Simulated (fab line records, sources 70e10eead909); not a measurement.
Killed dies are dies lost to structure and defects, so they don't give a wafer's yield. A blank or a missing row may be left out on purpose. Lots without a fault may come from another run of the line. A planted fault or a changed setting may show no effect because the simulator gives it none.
Which tool did it? | flow nand_harc | 6 lots, 18 wafers sampled, at 5 steps of a route of 1302

WHAT THE GAUGES READ, wafer by wafer
NHARC_END_SORT_01.
lot  | measured     | on        | killed_at_array
L680 | day 27 23:05 | prober-01 | 49 61 63
L689 | day 31 00:43 | prober-01 | 42 54 39
L690 | day 31 22:09 | prober-02 | 52 75 61

WHICH TOOL RAN EACH LOT (tool, then ch and the chambers of the sampled wafers, then the start)
lot  | NHARC_A_CONTACT_ETCH_50            | NHARC_A_CONTACT_ETCH_51                       | NHARC_A_CONTACT_ETCH_117             | NHARC_A_CONTACT_ETCH_118
L676 | rie_diel-02 ch 0,2,3, day 22 09:47 | rie_diel-02 ch 0,1,3, day 22 12:07 or earlier | har_cap_etch-03 ch 0,1, day 22 12:07 | har_cap_etch-03 ch 0,1, day 22 12:17
L680 | rie_diel-11 ch 0,1,3, day 25 01:14 | rie_diel-11 ch 0,2,3, day 25 03:34 or earlier | har_cap_etch-03 ch 0,1, day 25 03:34 | har_cap_etch-03 ch 0,1, day 25 03:44
L689 | rie_diel-02 ch 1,2,3, day 28 03:35 | rie_diel-02 ch 0,1,3, day 28 05:55 or earlier | har_cap_etch-01 ch 0,1, day 28 05:55 | har_cap_etch-01 ch 0,1, day 28 06:05
L690 | rie_diel-02 ch 1,2,3, day 29 00:58 | rie_diel-02 ch 1,2,3, day 29 03:17 or earlier | har_cap_etch-02 ch 0,1, day 29 03:17 | har_cap_etch-02 ch 0,1, day 29 03:28
L696 | rie_diel-02 ch 1,2, day 31 03:28   | rie_diel-02 ch 0,1,2, day 31 05:50 or earlier | har_cap_etch-02 ch 0,1, day 31 05:50 | har_cap_etch-02 ch 0,1, day 31 06:01
L695 | rie_diel-02 ch 1,2,3, day 31 10:32 | rie_diel-02 ch 0,2,3, day 31 12:55 or earlier | har_cap_etch-02 ch 0,1, day 31 12:55 | har_cap_etch-02 ch 0,1, day 31 13:05
- NHARC_A_CONTACT_ETCH_50: etches the open film in CF4/CHF3, target depth 121 nm, time 60.5 s.
- NHARC_A_CONTACT_ETCH_51: etches the open film in O2/COS, target depth 7000 nm, time 1820 s.
- NHARC_A_CONTACT_ETCH_117: etches the open film in C4F8/O2/Ar, time 190 s, target depth 1850 nm.
- NHARC_A_CONTACT_ETCH_118: etches the open film in C4F8/O2/Ar, time 190 s, target depth 1850 nm.

THE ANSWER, worked out from the rows above alone
Rule: what is usual is taken from the lots themselves. Put in order of their means at a reading, lots are off if they are a third of the lots or fewer, leave a main group of 4 or more, and stand apart from it by a gap of 3 or more times the standard deviation of the main group's means; of several such gaps the widest counts. A main group whose means are all the same, to the digits that the tables above print for the reading, isn't used. A lot without any number at a reading at which 4 lots or more have one is off too. The other lots that the step has rows for count as sound.
No lot is off at any reading shown: from this, nothing can be told.

WHAT THE SIMULATOR HAD PUT IN
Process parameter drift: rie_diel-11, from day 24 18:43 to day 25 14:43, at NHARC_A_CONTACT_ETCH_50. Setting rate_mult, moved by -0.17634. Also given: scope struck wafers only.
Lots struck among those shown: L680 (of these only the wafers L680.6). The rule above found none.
